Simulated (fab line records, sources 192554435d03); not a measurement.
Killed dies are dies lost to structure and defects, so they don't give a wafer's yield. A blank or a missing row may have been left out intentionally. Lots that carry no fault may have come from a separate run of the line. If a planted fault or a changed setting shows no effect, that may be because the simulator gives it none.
Chamber matching    flow n5-finfet    N5_BEOL_M4_ETCH_74 on rie-diel-03: 4 sister chambers
The step etches underlayer in N2/H2, target depth 6.5 nm, time 5.2 s. 4 wafers are shown with their chamber, then 8 later ones without.

== EACH WAFER AND ITS CHAMBER ==
wafer   chamber  showerhead-plenum-p-Torr (Torr)
L085.6  0        2.61
L088.1  1        2.68
L088.3  3        2.40
L091.1  2        2.65

== WAFERS WITHOUT THEIR CHAMBER ==
wafer   showerhead-plenum-p-Torr (Torr)
L091.4  2.39
L091.5  2.68
L093.1  2.67
L093.4  2.67
L093.6  2.60
L094.1  2.60
L094.5  2.60
L094.6  2.65

== THE CHAMBER EACH PASSED THROUGH ==
wafer   from the rows above      in truth
L091.4  3                        3
L091.5  1                        1
L093.1  can't be placed: 1 or 2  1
L093.4  can't be placed: 1 or 2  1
L093.6  0                        0
L094.1  0                        0
L094.5  0                        0
L094.6  2                        2
Correct placement for 6 of the 8. From these rows, 2 cannot be placed; in 2 the true chamber is one of the candidates. Placed wrongly: 0.
How it was worked out, from the rows above alone: a wafer's distance from a chamber is the root of the sum, over the readings, of the square of ((its reading less the chamber's mean) divided by the reading's scatter). The wafer belongs to the nearest chamber; if the next one is less than 2 further off, it can't be placed. A chamber's mean is the mean of its shown wafers. The scatter: root of mean squared gap, hidden wafer to nearest shown wafer, with one shown wafer a chamber.
